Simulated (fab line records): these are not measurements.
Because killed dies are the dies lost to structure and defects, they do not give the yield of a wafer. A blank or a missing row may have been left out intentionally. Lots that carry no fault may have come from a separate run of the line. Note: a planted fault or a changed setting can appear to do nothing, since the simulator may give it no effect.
fab line records | flow n5-finfet
record lots=8 | wafers=24 | last-day=18
route steps=1938 shown MOL_CONTACT_COAG@550 BEOL_M4@1111
lots untouched by any fault: they come from a run of this same line in which no faults occurred
start-h: the number of hours between the record's first day and the start of the first shown wafer of the lot | wait-h: hours since the lot's step before | " as in the row above | L1.1+2: a single row standing in for several wafers | - no value present, or no start provided | * or withheld: withheld | < > ~ a bound
route shown NAME@n: NAME is a module with steps in the file, n the number in the route of the first one | usual: mean and standard deviation over wafers with no fault | same: alike in all rows | chamber/n: place in a boat | sites: the reading at each site | _std_site: standard deviation across them | _edge_site: mean of outer sites minus mean of inner sites | radius-mm: how far each site lies from the wafer's centre | mask NAME#n: copy n | behind: tool/chamber where the wafer was last shaped | hold: why the lot was held/for how many hours/how that ended | device: whichever transistor did not switch (one of n, p or np) | end of line: tests of these same wafers at the route's end | step lacking rows: just its recipe | killed: count of dies lost to structure and defects at first sort (not the wafer's yield) | map: shows each die of a wafer: x if killed, . if not, _ if none is there
set.NAME: the setting as run; set.NAME@STEP: as run at that earlier step | model.NAME: the simulator's own value behind a step, which no gauge read
steps of the route over a sample of lots; a table a step, a row a wafer
services: a tool's chamber out of use, with start hour (start-h, from the record's first day; less than 0 if before it), hours out, and reason
## steps
# step N5_MOL_CONTACT_COAG_PRE_CLEAN_142
# recipe gas=H2/He | time-s=60 | temp-c=300
# usual heater-power-w=446/36
lot.wafer | tool           | chamber | start-h | wait-h | heater-power-w
L135.1    | pvd-sputter-02 | -       | 110.75  | 1.7    | 468
L135.2    | "              | -       | "       | "      | 421
L135.4    | "              | -       | "       | "      | 423
L142.1    | pvd-sputter-03 | -       | 155.77  | 1.7    | 499
L142.3    | "              | -       | "       | "      | 384
L142.5    | "              | -       | "       | "      | 368
L143.2    | pvd-sputter-02 | -       | 160.00  | 2.4    | 456
L143.4    | "              | -       | "       | "      | 427
L143.6    | "              | -       | "       | "      | 427
L150.2    | pvd-sputter-03 | -       | 201.21  | 2.2    | 379
L150.4    | "              | -       | "       | "      | 462
L150.5    | "              | -       | "       | "      | 467
L134.2    | pvd-sputter-02 | -       | 214.31  | 2.1    | 431
L134.3    | "              | -       | "       | "      | 444
L134.5    | "              | -       | "       | "      | 467
L152.4    | pvd-sputter-01 | -       | 219.93  | 1.9    | 411
L152.5    | "              | -       | "       | "      | 496
L152.6    | "              | -       | "       | "      | 427
L153.1    | pvd-sputter-03 | -       | 226.38  | 1.4    | 470
L153.3    | "              | -       | "       | "      | 486
L153.6    | "              | -       | "       | "      | 374
L155.1    | pvd-sputter-03 | -       | 232.37  | 1.1    | 457
L155.3    | "              | -       | "       | "      | 490
L155.6    | "              | -       | "       | "      | 380
# step N5_MOL_CONTACT_COAG_CD_MEAS_84
# recipe target-cd-nm=25.1 | landing-energy-ev=500 | detector=se-inlens | polarity=opening
# usual cd-nm=25.12/0.29
lot.wafer | tool      | chamber | start-h | wait-h | cd-nm
L135.1    | cd-sem-02 | 0       | 114.68  | -      | 25.03
L135.2    | "         | 0       | "       | "      | 25.32
L135.4    | "         | 0       | "       | "      | 24.63
L142.1    | cd-sem-02 | 0       | 159.58  | -      | 24.80
L142.3    | "         | 0       | "       | "      | 24.92
L142.5    | "         | 0       | "       | "      | 24.67
L143.2    | cd-sem-01 | 0       | 166.63  | -      | 24.97
L143.4    | "         | 0       | "       | "      | 24.94
L143.6    | "         | 0       | "       | "      | 24.96
L150.2    | cd-sem-03 | 0       | 205.34  | -      | 24.99
L150.4    | "         | 0       | "       | "      | 25.00
L150.5    | "         | 0       | "       | "      | 25.10
L134.2    | cd-sem-02 | 0       | 218.82  | -      | 25.33
L134.3    | "         | 0       | "       | "      | 25.50
L134.5    | "         | 0       | "       | "      | 25.12
L152.4    | cd-sem-02 | 0       | 223.96  | -      | 25.61
L152.5    | "         | 0       | "       | "      | 25.25
L152.6    | "         | 0       | "       | "      | 25.71
L153.1    | cd-sem-01 | 0       | 230.57  | -      | 25.39
L153.3    | "         | 0       | "       | "      | 24.90
L153.6    | "         | 0       | "       | "      | 25.33
L155.1    | cd-sem-01 | 0       | 236.43  | -      | 25.26
L155.3    | "         | 0       | "       | "      | 24.90
L155.6    | "         | 0       | "       | "      | 25.07
# step N5_MOL_CONTACT_COAG_ETCHBACK_135
# recipe chemistry=CHF3 | target=SiO2 | target-depth-a=250 | time-s=16.7 | ion-energy-ev=200 | pressure-mtorr=30 | source-w=610 | bias-w=170 | Ar_flow_sccm=200 | CHF3_flow_sccm=50
# usual drypump-motor-current-A=5.59/0.29 | oes-product-au=0.77/0.071 | rf-vpp-V=522/10 | showerhead-plenum-p-Torr=2.41/0.061 | throttle-valve-pct=18.77/0.3
lot.wafer | tool        | chamber | start-h | wait-h | drypump-motor-current-A | oes-product-au | rf-hours-counter-h | rf-vpp-V | showerhead-plenum-p-Torr | throttle-valve-pct
L135.1    | rie-diel-01 | 1       | 115.43  | 0.0    | 5.47                    | 0.78           | 153                | 526      | 2.47                     | 18.82
L135.2    | "           | 2       | "       | "      | 5.68                    | 0.69           | 209                | 533      | 2.45                     | 19.06
L135.4    | "           | 3       | "       | "      | 5.49                    | 0.92           | -                  | 524      | 2.35                     | 18.39
L142.1    | rie-diel-01 | 0       | 160.25  | 0.0    | 5.77                    | 0.87           | 52                 | 524      | 2.51                     | 18.30
L142.3    | "           | 1       | "       | "      | 5.49                    | 0.77           | 169                | 527      | 2.47                     | 18.86
L142.5    | "           | 0       | "       | "      | 5.74                    | 0.87           | -                  | 525      | 2.51                     | 18.31
L143.2    | rie-diel-01 | 1       | 167.67  | 0.0    | 5.48                    | 0.77           | 172                | 527      | 2.46                     | 18.86
L143.4    | "           | 0       | "       | "      | 5.74                    | 0.86           | 54                 | 525      | 2.51                     | 18.32
L143.6    | "           | 2       | "       | "      | 5.68                    | 0.67           | -                  | 532      | 2.45                     | 19.09
L150.2    | rie-diel-01 | 1       | 206.16  | 0.0    | 5.48                    | 0.75           | 186                | 526      | 2.46                     | 18.87
L150.4    | "           | 2       | "       | "      | 5.66                    | 0.67           | 241                | 533      | 2.44                     | 19.11
L150.5    | "           | 2       | "       | "      | 5.66                    | 0.67           | -                  | 533      | 2.44                     | 19.10
L134.2    | rie-diel-01 | 0       | 219.55  | 0.0    | 5.74                    | 0.84           | 72                 | 525      | 2.50                     | 18.32
L134.3    | "           | 1       | "       | "      | 5.49                    | 0.75           | 190                | 525      | 2.46                     | 18.89
L134.5    | "           | 1       | "       | "      | 5.48                    | 0.75           | -                  | 525      | 2.46                     | 18.89
L152.4    | rie-diel-01 | 3       | 224.53  | 0.0    | 5.51                    | 0.85           | 57                 | 524      | 2.33                     | 18.43
L152.5    | "           | 0       | "       | "      | 5.72                    | 0.84           | -                  | 524      | 2.50                     | 18.35
L152.6    | "           | 1       | "       | "      | 5.46                    | 0.75           | -                  | 526      | 2.46                     | 18.88
L153.1    | rie-diel-01 | 1       | 231.32  | 0.0    | 5.47                    | 0.75           | 194                | 525      | 2.46                     | 18.88
L153.3    | "           | 3       | "       | "      | 5.49                    | 0.85           | 59                 | 523      | 2.33                     | 18.44
L153.6    | "           | 2       | "       | "      | 5.64                    | 0.66           | -                  | 532      | 2.44                     | 19.11
L155.1    | rie-diel-03 | 1       | 237.11  | 0.0    | 5.76                    | 0.75           | 139                | 539      | 2.37                     | 18.59
L155.3    | "           | 2       | "       | "      | 6.29                    | 0.69           | 226                | 527      | 2.34                     | 18.80
L155.6    | "           | 2       | "       | "      | 6.28                    | 0.69           | -                  | 526      | 2.34                     | 18.78
# step N5_MOL_CONTACT_COAG_VIA_ETCH_46
# recipe chemistry=C4F6/O2 | target-depth-a=460 | overetch-a=92 | mask-material=SOC | target=SiO2 | bias-w=455 | pressure-mtorr=10 | time-s=40 | source-w=325 | Ar_flow_sccm=300 | C4F6_flow_sccm=10 | O2_flow_sccm=10 | ion-energy-ev=575.3 | ends=end-point
# usual C4F6_flow_sccm=10.00/0.031 | O2_flow_sccm=10.00/0.034 | drypump-motor-current-A=5.59/0.29 | oes-product-au=0.70/0.061 | rf-vpp-V=1583/29 | showerhead-plenum-p-Torr=2.88/0.072 | throttle-valve-pct=41.0/0.51
lot.wafer | tool        | chamber | start-h | wait-h | C4F6_flow_sccm | O2_flow_sccm | drypump-motor-current-A | oes-product-au | rf-hours-counter-h | rf-vpp-V | showerhead-plenum-p-Torr | throttle-valve-pct
L135.1    | rie-diel-01 | 1       | 115.46  | 0.0    | 10.00          | 10.01        | 5.48                    | 0.70           | 153                | 1596     | 2.95                     | 40.7
L135.2    | "           | 2       | "       | "      | 9.96           | 9.99         | 5.66                    | 0.63           | 209                | 1615     | 2.93                     | 41.7
L135.4    | "           | 3       | "       | "      | 10.04          | 10.07        | 5.49                    | 0.84           | -                  | 1587     | 2.80                     | 41.0
L142.1    | rie-diel-01 | 0       | 160.28  | 0.0    | -              | -            | -                       | -              | -                  | -        | -                        | -
L142.3    | "           | 1       | "       | "      | -              | -            | -                       | -              | -                  | -        | -                        | -
L142.5    | "           | 0       | "       | "      | -              | -            | -                       | -              | -                  | -        | -                        | -
L143.2    | rie-diel-01 | 1       | 167.70  | 0.0    | -              | -            | -                       | -              | -                  | -        | -                        | -
L143.4    | "           | 0       | "       | "      | -              | -            | -                       | -              | -                  | -        | -                        | -
L143.6    | "           | 2       | "       | "      | -              | -            | -                       | -              | -                  | -        | -                        | -
L150.2    | rie-diel-01 | 1       | 206.19  | 0.0    | 9.98           | 10.07        | 5.47                    | 0.67           | 186                | 1594     | 2.93                     | 40.7
L150.4    | "           | 2       | "       | "      | 10.03          | 10.04        | 5.69                    | 0.62           | 241                | 1614     | 2.91                     | 41.8
L150.5    | "           | 2       | "       | "      | 9.96           | 10.00        | 5.66                    | 0.61           | -                  | 1611     | 2.91                     | 41.8
L134.2    | rie-diel-01 | 0       | 219.58  | 0.0    | 9.99           | 10.03        | 5.73                    | 0.74           | 72                 | 1586     | 2.98                     | 40.4
L134.3    | "           | 1       | "       | "      | 9.96           | 10.06        | 5.47                    | 0.67           | 190                | 1593     | 2.93                     | 40.7
L134.5    | "           | 1       | "       | "      | 9.94           | 10.00        | 5.50                    | 0.68           | -                  | 1593     | 2.93                     | 40.7
L152.4    | rie-diel-01 | 3       | 224.56  | 0.0    | 10.03          | 9.99         | 5.51                    | 0.77           | 57                 | 1587     | 2.78                     | 41.0
L152.5    | "           | 0       | "       | "      | 10.05          | 10.06        | 5.75                    | 0.74           | -                  | 1588     | 2.98                     | 40.4
L152.6    | "           | 1       | "       | "      | 10.01          | 10.02        | 5.49                    | 0.68           | -                  | 1593     | 2.93                     | 40.7
L153.1    | rie-diel-01 | 1       | 231.35  | 0.0    | 9.99           | 9.99         | 5.48                    | 0.67           | 194                | 1592     | 2.93                     | 40.7
L153.3    | "           | 3       | "       | "      | 9.98           | 9.97         | 5.51                    | 0.77           | 59                 | 1586     | 2.78                     | 41.0
L153.6    | "           | 2       | "       | "      | 9.98           | 10.02        | 5.69                    | 0.61           | -                  | 1613     | 2.91                     | 41.8
L155.1    | rie-diel-03 | 1       | 237.14  | 0.0    | 9.94           | 9.97         | 5.79                    | 0.68           | 139                | 1627     | 2.84                     | 40.6
L155.3    | "           | 2       | "       | "      | 9.96           | 10.03        | 6.31                    | 0.64           | 226                | 1595     | 2.80                     | 40.3
L155.6    | "           | 2       | "       | "      | 10.03          | 10.00        | 6.31                    | 0.64           | -                  | 1595     | 2.80                     | 40.3
# step N5_MOL_CONTACT_COAG_ETCH_47
# recipe chemistry=CH3F/O2 | target=SiNx | target-depth-a=270 | mask-material=SiO2 | stop-on=W | over-etch-frac=0.2 | ion-energy-ev=120 | endpoint=OES-CN | pressure-mtorr=30 | source-w=395 | bias-w=73 | Ar_flow_sccm=150 | CH3F_flow_sccm=30 | O2_flow_sccm=20 | ends=end-point
# usual CH3F_flow_sccm=29.99/0.093 | O2_flow_sccm=20.00/0.06 | drypump-motor-current-A=5.59/0.29 | etch-rf-on-time-s=31.4/0.59 | oes-product-au=0.69/0.063 | rf-vpp-V=297/5.8 | showerhead-plenum-p-Torr=2.03/0.053 | throttle-valve-pct=16.4/0.31
lot.wafer | tool        | chamber | start-h | wait-h | CH3F_flow_sccm | O2_flow_sccm | drypump-motor-current-A | etch-rf-on-time-s | oes-product-au | rf-hours-counter-h | rf-vpp-V | showerhead-plenum-p-Torr | throttle-valve-pct
L135.1    | rie-diel-01 | 1       | 115.57  | 0.0    | 30.03          | 19.89        | 5.45                    | 31.3              | 0.68           | 153                | 300      | 2.08                     | 16.5
L135.2    | "           | 2       | "       | "      | 29.84          | 20.10        | 5.65                    | 32.4              | 0.62           | 209                | 302      | 2.06                     | 16.7
L135.4    | "           | 3       | "       | "      | 30.01          | 19.98        | 5.49                    | 32.0              | 0.82           | -                  | 297      | 1.97                     | 16.0
L142.1    | rie-diel-01 | 0       | 160.39  | 0.0    | 30.12          | 20.00        | 5.72                    | 50.8              | 0.32           | 52                 | 298      | 2.11                     | 15.9
L142.3    | "           | 1       | "       | "      | 30.00          | 20.04        | 5.48                    | 50.8              | 0.28           | 169                | 299      | 2.07                     | 16.4
L142.5    | "           | 0       | "       | "      | 30.07          | 20.00        | 5.74                    | 50.8              | 0.32           | -                  | 298      | 2.11                     | 15.8
L143.2    | rie-diel-01 | 1       | 167.81  | 0.0    | 29.85          | 19.92        | 5.48                    | 50.8              | 0.28           | 172                | 299      | 2.07                     | 16.4
L143.4    | "           | 0       | "       | "      | 29.84          | 19.97        | 5.70                    | 50.8              | 0.32           | 54                 | 298      | 2.11                     | 15.9
L143.6    | "           | 2       | "       | "      | 29.83          | 20.05        | 5.65                    | 50.8              | 0.26           | -                  | 303      | 2.06                     | 16.7
L150.2    | rie-diel-01 | 1       | 206.30  | 0.0    | 30.06          | 19.93        | 5.49                    | 30.5              | 0.68           | 186                | 299      | 2.07                     | 16.5
L150.4    | "           | 2       | "       | "      | 30.00          | 19.95        | 5.67                    | 32.3              | 0.60           | 241                | 303      | 2.05                     | 16.8
L150.5    | "           | 2       | "       | "      | 30.00          | 19.93        | 5.63                    | 32.1              | 0.60           | -                  | 304      | 2.05                     | 16.7
L134.2    | rie-diel-01 | 0       | 219.69  | 0.0    | 29.87          | 20.04        | 5.70                    | 30.5              | 0.75           | 72                 | 297      | 2.10                     | 15.9
L134.3    | "           | 1       | "       | "      | 29.94          | 19.99        | 5.50                    | 30.3              | 0.67           | 191                | 299      | 2.07                     | 16.5
L134.5    | "           | 1       | "       | "      | 29.94          | 20.07        | 5.49                    | 30.4              | 0.68           | -                  | 298      | 2.07                     | 16.5
L152.4    | rie-diel-01 | 3       | 224.67  | 0.0    | 30.15          | 20.07        | 5.52                    | 31.2              | 0.77           | 57                 | 296      | 1.96                     | 16.0
L152.5    | "           | 0       | "       | "      | 29.97          | 19.99        | 5.74                    | 30.6              | 0.75           | -                  | 298      | 2.10                     | 15.9
L152.6    | "           | 1       | "       | "      | 29.96          | 19.95        | 5.46                    | 31.0              | 0.67           | -                  | 299      | 2.07                     | 16.5
L153.1    | rie-diel-01 | 1       | 231.46  | 0.0    | 30.10          | 20.06        | 5.47                    | 30.9              | 0.67           | 194                | 298      | 2.07                     | 16.5
L153.3    | "           | 3       | "       | "      | 29.91          | 20.01        | 5.48                    | 31.6              | 0.76           | 59                 | 298      | 1.96                     | 16.0
L153.6    | "           | 2       | "       | "      | 29.96          | 20.01        | 5.64                    | 32.1              | 0.59           | -                  | 303      | 2.05                     | 16.8
L155.1    | rie-diel-03 | 1       | 237.25  | 0.0    | 30.13          | 20.13        | 5.78                    | 31.4              | 0.68           | 139                | 304      | 2.00                     | 16.3
L155.3    | "           | 2       | "       | "      | 30.04          | 20.09        | 6.27                    | 32.5              | 0.62           | 226                | 299      | 1.97                     | 16.5
L155.6    | "           | 2       | "       | "      | 29.92          | 20.02        | 6.30                    | 32.6              | 0.62           | -                  | 299      | 1.97                     | 16.5
# step N5_MOL_CONTACT_COAG_CD_MEAS_137
# recipe target-cd-nm=16
# usual cd-nm=15.9/0.31
lot.wafer | tool      | chamber | start-h | wait-h | cd-nm
L135.1    | cd-sem-01 | -       | 115.80  | 0.0    | 16.0
L135.2    | "         | -       | "       | "      | 16.2
L135.4    | "         | -       | "       | "      | 15.8
L142.1    | cd-sem-03 | -       | 160.62  | 0.0    | -
L142.3    | "         | -       | "       | "      | -
L142.5    | "         | -       | "       | "      | -
L143.2    | cd-sem-03 | -       | 168.12  | 0.0    | -
L143.4    | "         | -       | "       | "      | -
L143.6    | "         | -       | "       | "      | -
L150.2    | cd-sem-03 | -       | 206.57  | 0.0    | 15.7
L150.4    | "         | -       | "       | "      | 15.9
L150.5    | "         | -       | "       | "      | 15.9
L134.2    | cd-sem-01 | -       | 219.96  | 0.0    | 16.1
L134.3    | "         | -       | "       | "      | 16.1
L134.5    | "         | -       | "       | "      | 16.0
L152.4    | cd-sem-03 | -       | 224.90  | 0.0    | 16.7
L152.5    | "         | -       | "       | "      | 16.2
L152.6    | "         | -       | "       | "      | 16.3
L153.1    | cd-sem-03 | -       | 231.70  | 0.0    | 16.1
L153.3    | "         | -       | "       | "      | 16.0
L153.6    | "         | -       | "       | "      | 15.9
L155.1    | cd-sem-03 | -       | 237.48  | 0.0    | 16.0
L155.3    | "         | -       | "       | "      | 15.7
L155.6    | "         | -       | "       | "      | 15.8
# step N5_MOL_CONTACT_COAG_ETCH_124
# recipe chemistry=CH3F/O2 | target=SiNx | target-depth-a=65 | mask-material=SOC | stop-on=SiOC | over-etch-frac=0.3 | ion-energy-ev=120 | pressure-mtorr=30 | source-w=395 | bias-w=73 | Ar_flow_sccm=150 | CH3F_flow_sccm=30 | O2_flow_sccm=20 | ends=end-point
# usual CH3F_flow_sccm=30.00/0.094 | O2_flow_sccm=20.00/0.06 | drypump-motor-current-A=5.57/0.26 | oes-product-au=0.67/0.059 | rf-vpp-V=296/5.7 | showerhead-plenum-p-Torr=2.04/0.055 | throttle-valve-pct=16.3/0.32
lot.wafer | tool        | chamber | start-h | wait-h | CH3F_flow_sccm | O2_flow_sccm | drypump-motor-current-A | oes-product-au | rf-hours-counter-h | rf-vpp-V | showerhead-plenum-p-Torr | throttle-valve-pct
L135.1    | rie-diel-01 | 3       | 116.92  | 0.0    | 30.18          | 19.90        | 5.49                    | 0.79           | 19                 | 298      | 1.97                     | 15.9
L135.2    | "           | 2       | "       | "      | 30.05          | 19.97        | 5.68                    | 0.60           | 210                | 304      | 2.06                     | 16.7
L135.4    | "           | 2       | "       | "      | 30.03          | 19.95        | 5.66                    | 0.60           | -                  | 303      | 2.06                     | 16.7
L142.1    | rie-diel-06 | 0       | 162.10  | 0.0    | 29.96          | 20.01        | 5.90                    | 0.31           | 70                 | 292      | 1.93                     | 16.0
L142.3    | "           | 2       | "       | "      | 30.09          | 20.10        | 5.50                    | 0.31           | 74                 | 302      | 2.02                     | 16.2
L142.5    | "           | 3       | "       | "      | 29.72          | 19.98        | 5.13                    | 0.27           | -                  | 283      | 2.09                     | 16.8
L143.2    | rie-diel-06 | 1       | 169.06  | 0.0    | 30.00          | 19.92        | 5.63                    | 0.27           | 224                | 290      | 2.04                     | 16.7
L143.4    | "           | 3       | "       | "      | 30.04          | 20.07        | 5.10                    | 0.27           | 177                | 282      | 2.09                     | 16.8
L143.6    | "           | 2       | "       | "      | 30.00          | 20.02        | 5.50                    | 0.31           | -                  | 303      | 2.02                     | 16.3
L150.2    | rie-diel-06 | 3       | 209.64  | 0.0    | 29.90          | 20.06        | 5.12                    | 0.61           | 189                | 283      | 2.09                     | 16.8
L150.4    | "           | 0       | "       | "      | 30.06          | 20.03        | 5.91                    | 0.70           | 85                 | 291      | 1.93                     | 16.1
L150.5    | "           | 2       | "       | "      | 29.88          | 19.97        | 5.49                    | 0.69           | -                  | 301      | 2.01                     | 16.3
L134.2    | rie-diel-01 | 0       | 221.06  | 0.0    | 30.04          | 19.98        | 5.73                    | 0.70           | 73                 | 298      | 2.10                     | 15.9
L134.3    | "           | 1       | "       | "      | 30.01          | 19.97        | 5.47                    | 0.64           | 191                | 300      | 2.07                     | 16.5
L134.5    | "           | 0       | "       | "      | 29.93          | 20.01        | 5.73                    | 0.72           | -                  | 298      | 2.10                     | 15.9
L152.4    | rie-diel-03 | 2       | 225.83  | 0.0    | 30.10          | 20.02        | 6.34                    | 0.61           | 221                | 299      | 1.97                     | 16.5
L152.5    | "           | 2       | "       | "      | 29.98          | 19.96        | 6.32                    | 0.61           | -                  | 299      | 1.97                     | 16.5
L152.6    | "           | 3       | "       | "      | 29.96          | 19.93        | 5.15                    | 0.62           | -                  | 295      | 1.99                     | 16.4
L153.1    | rie-diel-03 | 3       | 233.68  | 0.0    | 29.98          | 20.01        | 5.14                    | 0.62           | 183                | 296      | 1.99                     | 16.4
L153.3    | "           | 1       | "       | "      | 29.90          | 19.99        | 5.76                    | 0.64           | 137                | 304      | 2.00                     | 16.2
L153.6    | "           | 3       | "       | "      | 29.91          | 19.99        | 5.14                    | 0.62           | -                  | 296      | 1.99                     | 16.4
L155.1    | rie-diel-01 | 1       | 238.85  | 0.0    | 30.00          | 20.13        | 5.47                    | 0.63           | 198                | 301      | 2.06                     | 16.5
L155.3    | "           | 0       | "       | "      | 30.02          | 19.94        | 5.70                    | 0.71           | 81                 | 298      | 2.10                     | 15.9
L155.6    | "           | 1       | "       | "      | 29.92          | 20.06        | 5.48                    | 0.63           | -                  | 298      | 2.06                     | 16.5
# step N5_BEOL_M4_RC_MEAS_101
# usual DIBL_N=36.1/1.6 | DIBL_P=35.7/1.8 | IOFF_N=0.159/0.027 | IOFF_P=0.21/0.03 | ION_N=673/10 | ION_P=462/7.4 | SS_N=71.4/0.56 | SS_P=73.2/0.61 | VT_N=249.7/3 | VT_P=-250/3.1
lot.wafer | tool      | chamber | start-h | wait-h | DIBL_N[mV/V] | DIBL_P[mV/V] | IOFF_N[nA/um] | IOFF_P[nA/um] | ION_N[uA/um] | ION_P[uA/um] | SS_N[mV/dec] | SS_P[mV/dec] | VT_N[mV] | VT_P[mV]
L135.1    | prober-02 | 0       | 183.10  | 0.0    | 33.5         | 30.8         | 0.133         | 0.20          | 683          | 480          | 70.9         | 72.1         | 249.5    | -248
L135.2    | "         | 0       | "       | "      | 35.2         | 33.0         | 0.156         | 0.23          | 686          | 476          | 70.7         | 72.6         | 249.5    | -246
L135.4    | "         | 0       | "       | "      | 37.1         | 34.6         | 0.187         | 0.26          | 677          | 471          | 72.3         | 73.4         | 245.7    | -244
L150.2    | prober-01 | 0       | 281.48  | 0.2    | 35.4         | 35.2         | 0.131         | 0.18          | 675          | 462          | 70.7         | 72.7         | 249.4    | -251
L150.4    | "         | 0       | "       | "      | 38.7         | 38.5         | 0.195         | 0.23          | 679          | 463          | 71.5         | 74.0         | 246.7    | -249
L150.5    | "         | 0       | "       | "      | 39.3         | 38.7         | 0.200         | 0.23          | 686          | 466          | 71.9         | 74.1         | 248.2    | -246
L152.4    | prober-01 | 0       | 305.14  | 0.5    | 34.9         | 34.5         | 0.122         | 0.17          | 666          | 455          | 71.1         | 73.3         | 253.6    | -252
L152.5    | "         | 0       | "       | "      | 35.7         | 36.9         | 0.148         | 0.21          | 683          | 467          | 70.8         | 73.6         | 250.6    | -250
L152.6    | "         | 0       | "       | "      | 36.4         | 37.7         | 0.163         | 0.21          | 683          | 465          | 71.6         | 73.8         | 250.1    | -251
L134.2    | prober-02 | 0       | 307.72  | 0.2    | 35.2         | 36.1         | 0.172         | 0.23          | 691          | 479          | 71.9         | 73.7         | 247.3    | -247
L134.3    | "         | 0       | "       | "      | 34.6         | 35.4         | 0.143         | 0.23          | 664          | 471          | 71.3         | 73.3         | 251.2    | -246
L134.5    | "         | 0       | "       | "      | 35.8         | 36.3         | 0.170         | 0.24          | 680          | 468          | 71.6         | 74.1         | 250.4    | -246
L153.1    | prober-01 | 0       | 309.25  | 0.0    | 37.1         | 36.8         | 0.195         | 0.23          | 678          | 461          | 71.9         | 72.9         | 247.2    | -250
L153.3    | "         | 0       | "       | "      | 35.3         | 34.9         | 0.147         | 0.19          | 672          | 457          | 71.5         | 72.3         | 251.9    | -253
L153.6    | "         | 0       | "       | "      | 36.2         | 36.0         | 0.178         | 0.22          | 677          | 463          | 72.2         | 72.4         | 249.4    | -250
L155.1    | prober-02 | 0       | 328.91  | 0.0    | 34.9         | 33.0         | 0.124         | 0.19          | 667          | 465          | 70.6         | 72.9         | 250.1    | -249
L155.3    | "         | 0       | "       | "      | 40.0         | 39.2         | 0.210         | 0.30          | 684          | 473          | 71.4         | 75.1         | 246.3    | -246
L155.6    | "         | 0       | "       | "      | 37.2         | 35.1         | 0.147         | 0.23          | 675          | 478          | 70.6         | 73.6         | 249.8    | -248
## services
tool           | chamber | start-h | hours | kind
rie-diel-01    | 2       | 87.98   | 4.9   | repair
rie-diel-01    | 3       | 105.08  | 9.1   | repair
pvd-sputter-01 | -       | 112.84  | 13.6  | repair
rie-diel-01    | 0       | 113.19  | 5.2   | repair
rie-diel-06    | 2       | 113.32  | 8.0   | repair
pvd-sputter-01 | -       | 136.42  | 1.1   | repair
rie-diel-06    | 2       | 144.85  | 12.2  | repair
pvd-sputter-03 | -       | 159.89  | 2.5   | repair
rie-diel-03    | 0       | 170.10  | 5.9   | repair
rie-diel-03    | 0       | 190.51  | -     | clean
rie-diel-03    | 0       | 190.51  | -     | consumable-replace:focus-ring
rie-diel-03    | 0       | 190.51  | 12.7  | scheduled-down
rie-diel-03    | 0       | 190.51  | 12.7  | vent-cycle
rie-diel-01    | 0       | 198.22  | 3.0   | repair
rie-diel-06    | -       | 232.17  | 14.6  | pm
rie-diel-01    | 2       | 232.53  | -     | clean
rie-diel-01    | 2       | 232.53  | -     | consumable-replace:focus-ring
rie-diel-01    | 2       | 232.53  | 27.3  | scheduled-down
rie-diel-01    | 2       | 232.53  | 27.3  | vent-cycle
## key
first-sign step=N5_MOL_CONTACT_COAG_VIA_ETCH_46 | reading=tool-record | direction=missing
effect step=N5_MOL_CONTACT_COAG_ETCH_47 | reading=etch-rf-on-time-s | direction=up | sigmas=33 | usual=* | struck=*
effect step=N5_MOL_CONTACT_COAG_CD_MEAS_137 | reading=cd-nm | direction=missing
effect step=N5_MOL_CONTACT_COAG_ETCH_124 | reading=oes-product-au | direction=down | sigmas=6.5 | usual=0.67 | struck=0.29
met-at N5_MOL_CONTACT_COAG_VIA_ETCH_46
struck-lots L142,L143
rows-end L142.1,L142.3,L142.5,L143.2,L143.4,L143.6
not-acting-at N5_MOL_CONTACT_COAG_PRE_CLEAN_142,N5_MOL_CONTACT_COAG_CD_MEAS_84,N5_MOL_CONTACT_COAG_ETCHBACK_135
onset-between 115.46 160.28
fault kind=skipped-step-whole | tool=rie-diel-01 | chamber=- | onset-h=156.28 | steps=N5_MOL_CONTACT_COAG_VIA_ETCH_46 | scope=struck-lots-only
# rows-end: these wafers met a further fault down the route, and their rows from its step on are left out
